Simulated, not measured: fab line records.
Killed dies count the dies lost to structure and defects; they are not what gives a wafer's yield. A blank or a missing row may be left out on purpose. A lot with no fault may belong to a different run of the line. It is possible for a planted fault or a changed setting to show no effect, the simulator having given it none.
Matching of chambers | flow nandHarc | 4 sister chambers for NHARC_A_DECK1_JOINT_CMP_02 on cmp-04
The step polishes SiOx. 4 wafers are shown with their chamber, then 11 later ones without.

== WAFERS PAIRED WITH THEIR CHAMBERS ==
wafer  | chamber | motorCurrentA (A)
L083.6 | 1       | 11.8
L089.2 | 0       | 11.5
L089.5 | 3       | 12.5
L091.2 | 2       | 11.5

== WAFERS MISSING THEIR CHAMBER ==
wafer  | motorCurrentA (A)
L091.3 | 11.8
L091.5 | 11.3
L092.4 | 13.0
L092.5 | 13.9
L092.6 | 11.2
L093.4 | 12.8
L093.5 | 11.4
L093.6 | 10.7
L096.2 | 12.9
L096.5 | 11.4
L096.6 | 10.9

== WHICH CHAMBER EACH ONE RAN IN ==
wafer  | from the rows above               | in truth
L091.3 | can't be placed: 1 or 0 or 2 or 3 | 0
L091.5 | can't be placed: 0 or 2 or 1 or 3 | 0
L092.4 | can't be placed: 3 or 1 or 0 or 2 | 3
L092.5 | can't be placed: 3 or 1 or 0 or 2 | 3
L092.6 | can't be placed: 0 or 2 or 1 or 3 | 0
L093.4 | can't be placed: 3 or 1 or 0 or 2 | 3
L093.5 | can't be placed: 0 or 2 or 1 or 3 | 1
L093.6 | can't be placed: 0 or 2 or 1 or 3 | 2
L096.2 | can't be placed: 3 or 1 or 0 or 2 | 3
L096.5 | can't be placed: 0 or 2 or 1 or 3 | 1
L096.6 | can't be placed: 0 or 2 or 1 or 3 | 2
Correct placement for 0 of the 11. Not placeable from these rows: 11 (in 11, the candidates include the true chamber). 0 placed wrongly.
How it was worked out, from the rows above alone: a wafer's distance from a chamber is the root of the sum, over the readings, of the square of ((its reading less the chamber's mean) divided by the reading's scatter). The wafer belongs to the nearest chamber; if the next one is less than 2 further off, it can't be placed. A chamber's mean is the mean of its shown wafers. The scatter: with one shown wafer a chamber, the root of the mean of the squares of how far each hidden wafer lies from its nearest shown one.
